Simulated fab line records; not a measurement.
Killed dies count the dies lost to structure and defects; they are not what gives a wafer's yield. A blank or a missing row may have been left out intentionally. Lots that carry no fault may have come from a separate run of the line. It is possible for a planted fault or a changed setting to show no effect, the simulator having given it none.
Matching of chambers || flow n5-finfet || 4 sister chambers for N5_MOL_CONTACT_COAG_ETCH_110 on rie-diel-04
The step etches Si in CF4/O2, target depth 2.5 nm, time 8 s. 18 wafers are shown with their chamber, then 9 later ones without.

EACH WAFER AND ITS CHAMBER
{"wafer": "L077.4", "chamber": 3, "showerhead-plenum-p-Torr (Torr)": 2.28, "throttle-valve-pct (%)": 10.86, "oes-product-au (a.u.)": 0.73}
{"wafer": "L077.5", "chamber": 0, "showerhead-plenum-p-Torr (Torr)": 2.26, "throttle-valve-pct (%)": 10.48, "oes-product-au (a.u.)": 0.89}
{"wafer": "L077.6", "chamber": 3, "showerhead-plenum-p-Torr (Torr)": 2.28, "throttle-valve-pct (%)": 10.87, "oes-product-au (a.u.)": 0.73}
{"wafer": "L079.2", "chamber": 1, "showerhead-plenum-p-Torr (Torr)": 2.19, "throttle-valve-pct (%)": 10.68, "oes-product-au (a.u.)": 0.90}
{"wafer": "L079.3", "chamber": 2, "showerhead-plenum-p-Torr (Torr)": 2.16, "throttle-valve-pct (%)": 10.49, "oes-product-au (a.u.)": 0.95}
{"wafer": "L079.6", "chamber": 2, "showerhead-plenum-p-Torr (Torr)": 2.16, "throttle-valve-pct (%)": 10.50, "oes-product-au (a.u.)": 0.95}
{"wafer": "L080.2", "chamber": 0, "showerhead-plenum-p-Torr (Torr)": 2.26, "throttle-valve-pct (%)": 10.49, "oes-product-au (a.u.)": 0.88}
{"wafer": "L080.3", "chamber": 3, "showerhead-plenum-p-Torr (Torr)": 2.28, "throttle-valve-pct (%)": 10.88, "oes-product-au (a.u.)": 0.72}
{"wafer": "L080.6", "chamber": 0, "showerhead-plenum-p-Torr (Torr)": 2.26, "throttle-valve-pct (%)": 10.48, "oes-product-au (a.u.)": 0.87}
{"wafer": "L082.1", "chamber": 3, "showerhead-plenum-p-Torr (Torr)": 2.27, "throttle-valve-pct (%)": 10.90, "oes-product-au (a.u.)": 0.72}
{"wafer": "L082.3", "chamber": 1, "showerhead-plenum-p-Torr (Torr)": 2.18, "throttle-valve-pct (%)": 10.70, "oes-product-au (a.u.)": 0.88}
{"wafer": "L082.4", "chamber": 2, "showerhead-plenum-p-Torr (Torr)": 2.16, "throttle-valve-pct (%)": 10.52, "oes-product-au (a.u.)": 0.93}
{"wafer": "L083.1", "chamber": 2, "showerhead-plenum-p-Torr (Torr)": 2.16, "throttle-valve-pct (%)": 10.52, "oes-product-au (a.u.)": 0.93}
{"wafer": "L083.2", "chamber": 1, "showerhead-plenum-p-Torr (Torr)": 2.18, "throttle-valve-pct (%)": 10.70, "oes-product-au (a.u.)": 0.88}
{"wafer": "L083.4", "chamber": 1, "showerhead-plenum-p-Torr (Torr)": 2.18, "throttle-valve-pct (%)": 10.70, "oes-product-au (a.u.)": 0.89}
{"wafer": "L089.3", "chamber": 2, "showerhead-plenum-p-Torr (Torr)": 2.15, "throttle-valve-pct (%)": 10.55, "oes-product-au (a.u.)": 0.91}
{"wafer": "L089.4", "chamber": 3, "showerhead-plenum-p-Torr (Torr)": 2.27, "throttle-valve-pct (%)": 10.94, "oes-product-au (a.u.)": 0.70}
{"wafer": "L089.6", "chamber": 2, "showerhead-plenum-p-Torr (Torr)": 2.16, "throttle-valve-pct (%)": 10.55, "oes-product-au (a.u.)": 0.90}

SIGNATURES (means of the wafers above)
{"reading": "showerhead-plenum-p-Torr", "chamber 0": 2.2600, "chamber 1": 2.1825, "chamber 2": 2.1583, "chamber 3": 2.2760, "scatter within a chamber": 0.00446}
{"reading": "throttle-valve-pct", "chamber 0": 10.4833, "chamber 1": 10.6950, "chamber 2": 10.5217, "chamber 3": 10.8900, "scatter within a chamber": 0.0231}
{"reading": "oes-product-au", "chamber 0": 0.8800, "chamber 1": 0.8875, "chamber 2": 0.9283, "chamber 3": 0.7200, "scatter within a chamber": 0.015}
Rule: a wafer lies at a distance from a chamber equal to the root of the sum of squares, over the readings, of (its reading less the chamber's mean, divided by the reading's scatter). The wafer belongs to the nearest chamber; if the next one is less than 2 further off, it can't be placed. The scatter: take each reading less its chamber's mean, square it, sum over the shown wafers, divide by the number of wafers less the number of chambers, and take the root.

WAFERS WITH NO CHAMBER GIVEN
{"wafer": "L092.1", "showerhead-plenum-p-Torr (Torr)": 2.15, "throttle-valve-pct (%)": 10.56, "oes-product-au (a.u.)": 0.91}
{"wafer": "L092.4", "showerhead-plenum-p-Torr (Torr)": 2.18, "throttle-valve-pct (%)": 10.76, "oes-product-au (a.u.)": 0.86}
{"wafer": "L092.6", "showerhead-plenum-p-Torr (Torr)": 2.25, "throttle-valve-pct (%)": 10.59, "oes-product-au (a.u.)": 0.84}
{"wafer": "L095.4", "showerhead-plenum-p-Torr (Torr)": 2.15, "throttle-valve-pct (%)": 10.59, "oes-product-au (a.u.)": 0.90}
{"wafer": "L095.5", "showerhead-plenum-p-Torr (Torr)": 2.17, "throttle-valve-pct (%)": 10.76, "oes-product-au (a.u.)": 0.84}
{"wafer": "L095.6", "showerhead-plenum-p-Torr (Torr)": 2.25, "throttle-valve-pct (%)": 10.56, "oes-product-au (a.u.)": 0.83}
{"wafer": "L097.1", "showerhead-plenum-p-Torr (Torr)": 2.17, "throttle-valve-pct (%)": 10.82, "oes-product-au (a.u.)": 0.84}
{"wafer": "L097.4", "showerhead-plenum-p-Torr (Torr)": 2.15, "throttle-valve-pct (%)": 10.59, "oes-product-au (a.u.)": 0.88}
{"wafer": "L097.5", "showerhead-plenum-p-Torr (Torr)": 2.17, "throttle-valve-pct (%)": 10.82, "oes-product-au (a.u.)": 0.83}

THE CHAMBER EACH PASSED THROUGH
{"wafer": "L092.1", "from the rows above": 2, "in truth": 2}
{"wafer": "L092.4", "from the rows above": 1, "in truth": 1}
{"wafer": "L092.6", "from the rows above": 0, "in truth": 0}
{"wafer": "L095.4", "from the rows above": 2, "in truth": 2}
{"wafer": "L095.5", "from the rows above": 1, "in truth": 1}
{"wafer": "L095.6", "from the rows above": 0, "in truth": 0}
{"wafer": "L097.1", "from the rows above": 1, "in truth": 1}
{"wafer": "L097.4", "from the rows above": 2, "in truth": 2}
{"wafer": "L097.5", "from the rows above": 1, "in truth": 1}
Correctly placed: 9 of 9. Number that these rows cannot place: 0. 0 placed wrongly.
